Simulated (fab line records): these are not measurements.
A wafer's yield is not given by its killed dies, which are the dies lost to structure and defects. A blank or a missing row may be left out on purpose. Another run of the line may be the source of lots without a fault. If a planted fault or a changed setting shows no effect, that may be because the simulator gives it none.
What tool caused it?	flow nand-harc	24 lots with 72 wafers sampled at 5 steps, on a route of 1302 steps

WHAT THE GAUGES READ, wafer by wafer
NHARC_P_ZERO_WELL_CD_MEAS_11: target cd 500 nm.
lot	measured	on	cd-nm (nm)
L074	day 1 21:07	cd-sem-02	497.7 498.9 496.2
L075	day 2 07:14	cd-sem-02	501.1 500.0 497.9
L076	day 2 17:15	cd-sem-01	500.7 502.3 502.0
L077	day 3 03:07	cd-sem-02	497.5 495.0 495.7
L078	day 3 13:14	cd-sem-03	500.5 497.5 502.6
L079	day 3 23:14	cd-sem-02	499.7 496.4 499.6
L080	day 4 09:21	cd-sem-02	496.8 499.2 496.8
L081	day 4 19:07	cd-sem-02	495.9 497.0 495.8
L082	day 5 05:14	cd-sem-03	499.1 499.6 500.1
L083	day 5 15:14	cd-sem-03	495.2 496.2 498.3
L084	day 6 01:07	cd-sem-02	493.7 497.1 498.0
L085	day 6 11:14	cd-sem-03	502.7 502.6 498.7
L086	day 6 21:24	cd-sem-03	501.1 501.1 502.9
L087	day 7 07:07	cd-sem-03	498.9 499.4 500.6
L088	day 7 17:14	cd-sem-02	497.3 497.8 493.9
L089	day 8 03:14	cd-sem-03	496.2 501.3 497.9
L090	day 8 13:14	cd-sem-03	497.4 499.5 496.2
L091	day 8 23:23	cd-sem-03	499.2 501.6 502.6
L092	day 9 09:07	cd-sem-01	497.3 500.0 499.3
L093	day 9 19:15	cd-sem-02	497.5 497.0 498.5
L094	day 10 05:14	cd-sem-02	499.2 497.4 499.1
L095	day 10 15:15	cd-sem-01	499.1 500.6 501.5
L096	day 11 01:18	cd-sem-02	499.7 498.5 498.1
L097	day 11 11:10	cd-sem-01	499.6 495.0 498.9

NHARC_P_M0_CD_MEAS_09: target cd 90 nm.
lot	measured	on	cd-nm (nm)
L074	day 6 14:59	cd-sem-01	90.3 90.8 90.9
L075	day 6 15:55	cd-sem-01	89.8 89.3 90.3
L076	day 6 16:43	cd-sem-02	90.3 90.4 89.8
L077	day 7 06:57	cd-sem-02	89.9 89.5 91.2
L078	day 7 17:19	cd-sem-01	90.9 89.8 90.6
L079	day 8 08:02	cd-sem-01	89.2 89.6 89.9
L080	day 8 10:32	cd-sem-03	90.0 89.4 89.8
L081	day 9 07:24	cd-sem-03	89.5 91.0 90.2
L082	day 9 15:49	cd-sem-03	90.2 90.9 91.8
L083	day 9 21:06	cd-sem-03	90.8 90.9 90.6
L084	day 9 20:48	cd-sem-01	90.7 90.8 90.0
L085	day 10 12:58	cd-sem-03	90.0 89.7 89.4
L086	day 10 22:08	cd-sem-01	91.2 90.8 91.1
L087	day 12 03:44	cd-sem-03	89.3 88.8 89.6
L088	day 12 01:16	cd-sem-02	90.0 91.4 90.3
L089	day 12 02:19	cd-sem-02	90.8 90.4 90.6
L090	day 12 16:39	cd-sem-02	89.9 90.1 89.8
L091	day 13 00:18	cd-sem-03	89.9 91.8 90.4
L092	day 13 12:51	cd-sem-01	89.9 89.9 89.5
L093	day 13 18:37	cd-sem-03	90.4 89.5 89.3
L094	day 14 07:22	cd-sem-01	90.6 89.6 90.5
L095	day 14 21:49	cd-sem-02	90.5 90.2 88.9
L096	day 15 03:20	cd-sem-01	89.7 89.2 90.3
L097	day 15 11:38	cd-sem-03	89.9 89.9 90.2

WHAT TOOL EACH LOT RAN ON (gives the tool, then ch and the chambers of the sampled wafers, and finally the start)
lot	NHARC_P_CONTACT_DEP_30	NHARC_P_CONTACT_CMP_01	NHARC_P_CONTACT_ETCH_31
L074	pecvd-03 ch 0,1,2, day 6 09:35	cmp-04 ch 0,1, day 6 10:14	rie-diel-13 ch 0,1,3, day 6 14:59 or earlier
L075	pecvd-04 ch 1,2, day 6 10:02	cmp-01 ch 0,1,2, day 6 10:45	rie-diel-09 ch 0,1,3, day 6 15:55 or earlier
L076	pecvd-03 ch 0,1,2, day 6 10:56	cmp-02 ch 0,1,2, day 6 11:40	rie-diel-09 ch 1,2,3, day 6 16:43 or earlier
L077	pecvd-01 ch 0,2, day 7 01:19	cmp-04 ch 0,1, day 7 02:02	rie-diel-13 ch 1,2,3, day 7 06:57 or earlier
L078	pecvd-03 ch 0,1, day 7 11:24	cmp-01 ch 0,1,2, day 7 12:26	rie-diel-02 ch 0,1,3, day 7 17:19 or earlier
L079	pecvd-04 ch 0,1, day 8 02:20	cmp-04 ch 2,3, day 8 03:02	rie-diel-02 ch 0,1, day 8 08:02 or earlier
L080	pecvd-04 ch 0,1, day 8 04:58	cmp-02 ch 0,1,2, day 8 05:41	rie-diel-02 ch 0,2,3, day 8 10:32 or earlier
L081	pecvd-04 ch 1,2, day 9 01:44	cmp-02 ch 0,2,3, day 9 02:24	rie-diel-13 ch 1,2,3, day 9 07:24 or earlier
L082	pecvd-01 ch 0,1,2, day 9 10:07	cmp-02 ch 1,2, day 9 10:47	rie-diel-09 ch 0,1,2, day 9 15:49 or earlier
L083	pecvd-03 ch 0,1, day 9 15:20	cmp-01 ch 0,2,3, day 9 16:03	rie-diel-09 ch 1,2,3, day 9 21:06 or earlier
L084	pecvd-04 ch 1,2, day 9 15:08	cmp-02 ch 1,2, day 9 15:49	rie-diel-02 ch 0,2, day 9 20:48 or earlier
L085	pecvd-01 ch 0,1, day 10 07:23	cmp-02 ch 0,1,2, day 10 08:09	rie-diel-13 ch 0,1,3, day 10 12:58 or earlier
L086	pecvd-03 ch 0,1,2, day 10 16:34	cmp-01 ch 0,1, day 10 17:14	rie-diel-09 ch 0,1,2, day 10 22:08 or earlier
L087	pecvd-04 ch 0,1, day 11 22:08	cmp-04 ch 2,3, day 11 22:46	rie-diel-09 ch 1,2, day 12 03:44 or earlier
L088	pecvd-04 ch 0,1,2, day 11 19:38	cmp-01 ch 0,2,3, day 11 20:17	rie-diel-09 ch 0,1,3, day 12 01:16 or earlier
L089	pecvd-01 ch 0,1, day 11 20:38	cmp-01 ch 0,2,3, day 11 21:22	rie-diel-02 ch 0,1,3, day 12 02:19 or earlier
L090	pecvd-03 ch 0,1,2, day 12 11:04	cmp-01 ch 1,2,3, day 12 11:46	rie-diel-09 ch 0,1,3, day 12 16:39 or earlier
L091	pecvd-04 ch 0,1,2, day 12 18:44	cmp-01 ch 0,1,2, day 12 19:27	rie-diel-09 ch 0,1,3, day 13 00:18 or earlier
L092	pecvd-04 ch 0,1, day 13 07:01	cmp-04 ch 1,2,3, day 13 07:44	rie-diel-09 ch 1,3, day 13 12:51 or earlier
L093	pecvd-03 ch 0,2, day 13 13:01	cmp-01 ch 0,3, day 13 13:43	rie-diel-09 ch 0,2,3, day 13 18:37 or earlier
L094	pecvd-04 ch 0,1,2, day 14 01:38	cmp-04 ch 0,1,2, day 14 02:21	rie-diel-09 ch 1,2,3, day 14 07:22 or earlier
L095	pecvd-01 ch 0,1, day 14 16:17	cmp-02 ch 0,2, day 14 16:58	rie-diel-09 ch 1,2, day 14 21:49 or earlier
L096	pecvd-04 ch 0,1,2, day 14 21:38	cmp-02 ch 2,3, day 14 22:22	rie-diel-09 ch 1,2, day 15 03:20 or earlier
L097	pecvd-04 ch 1,2, day 15 06:03	cmp-04 ch 1,2,3, day 15 06:46	rie-diel-09 ch 0,2,3, day 15 11:38 or earlier
- NHARC_P_CONTACT_DEP_30: deposits SiNx, target thk 30 nm.
- NHARC_P_CONTACT_CMP_01: polishes SiO2, target thk 200 nm.
- NHARC_P_CONTACT_ETCH_31: etches the open film in CH3F/O2, target depth 30 nm, time 85.7 s.

AS READ BY THE TOOLS THEMSELVES (means over the sampled wafers that have a number; for cases with no such wafer, the mark the record gives instead)
NHARC_P_CONTACT_DEP_30.
lot	tool	heater-power-outer-w (W)	heater-power-w (W)
L074	pecvd-03	424	686
L075	pecvd-04	527	796
L076	pecvd-03	381	630
L077	pecvd-01	358	627
L078	pecvd-03	423	684
L079	pecvd-04	541	839
L080	pecvd-04	548	813
L081	pecvd-04	449	674
L082	pecvd-01	432	754
L083	pecvd-03	393	664
L084	pecvd-04	463	707
L085	pecvd-01	454	787
L086	pecvd-03	389	635
L087	pecvd-04	488	779
L088	pecvd-04	497	786
L089	pecvd-01	436	780
L090	pecvd-03	405	672
L091	pecvd-04	454	720
L092	pecvd-04	519	812
L093	pecvd-03	354	587
L094	pecvd-04	473	734
L095	pecvd-01	437	766
L096	pecvd-04	446	713
L097	pecvd-04	442	661

NHARC_P_CONTACT_CMP_01.
lot	tool	motor-current-A (A)
L074	cmp-04	12.0
L075	cmp-01	12.4
L076	cmp-02	11.4
L077	cmp-04	11.5
L078	cmp-01	12.6
L079	cmp-04	11.7
L080	cmp-02	11.6
L081	cmp-02	11.0
L082	cmp-02	10.8
L083	cmp-01	12.0
L084	cmp-02	11.9
L085	cmp-02	11.4
L086	cmp-01	13.2
L087	cmp-04	11.7
L088	cmp-01	12.1
L089	cmp-01	11.7
L090	cmp-01	11.7
L091	cmp-01	12.7
L092	cmp-04	11.6
L093	cmp-01	11.4
L094	cmp-04	11.6
L095	cmp-02	10.7
L096	cmp-02	11.0
L097	cmp-04	11.4

NHARC_P_CONTACT_ETCH_31.
lot	tool	drypump-motor-current-A (A)	oes-product-au (a.u.)	rf-vpp-V (V)	showerhead-plenum-p-Torr (Torr)	throttle-valve-pct (%)
L074	rie-diel-13	5.7	0.984	244.9	2.46	20.660
L075	rie-diel-09	6.1	0.979	245.3	2.55	20.673
L076	rie-diel-09	5.8	0.994	244.6	2.46	20.664
L077	rie-diel-13	5.2	0.966	244.2	2.47	20.652
L078	rie-diel-02	5.5	0.988	243.9	2.52	20.664
L079	rie-diel-02	5.5	0.960	245.3	2.54	20.658
L080	rie-diel-02	5.6	0.980	244.9	2.49	20.667
L081	rie-diel-13	5.2	0.995	244.0	2.47	20.672
L082	rie-diel-09	5.8	0.963	244.4	2.50	20.657
L083	rie-diel-09	5.8	0.982	244.7	2.46	20.668
L084	rie-diel-02	5.6	0.990	245.0	2.54	20.666
L085	rie-diel-13	5.6	0.973	243.8	2.46	20.671
L086	rie-diel-09	5.8	0.976	245.4	2.50	20.664
L087	rie-diel-09	5.9	0.990	243.6	2.44	20.669
L088	rie-diel-09	6.1	0.978	245.5	2.54	20.658
L089	rie-diel-02	5.5	0.973	244.7	2.52	20.664
L090	rie-diel-09	6.2	0.955	245.3	2.54	20.666
L091	rie-diel-09	6.2	0.986	245.8	2.54	20.658
L092	rie-diel-09	6.2	0.983	245.1	2.49	20.667
L093	rie-diel-09	5.8	0.982	243.8	2.51	20.661
L094	rie-diel-09	5.8	0.979	243.9	2.46	20.657
L095	rie-diel-09	5.9	0.988	244.7	2.44	20.660
L096	rie-diel-09	5.5	0.984	244.4	2.41	20.664
L097	rie-diel-09	5.8	0.984	244.9	2.51	20.673

THE ANSWER, worked out from the rows above alone
Rule: what is usual is taken from the lots themselves. The widest of any qualifying gaps counts: lots, ordered by their means at a reading, are off when they make up no more than a third of the lots, leave a main group of 4 or more, and stand apart from it by 3 or more times the standard deviation of that group's means. A main group whose means are all the same, to the digits that the tables above print for the reading, isn't used. A lot without any number at a reading at which 4 lots or more have one is off too. All remaining lots with rows at the step are treated as sound. First the gauges in route order, then the tools' own readings, where a lot's mean is used as printed above. At the first step where some lot is off, the reading lying furthest off is the one used; lots without a number count as furthest.
Across all readings shown, no lot is off: no conclusion can be drawn from this.

WHAT WAS PUT IN BY THE SIMULATOR
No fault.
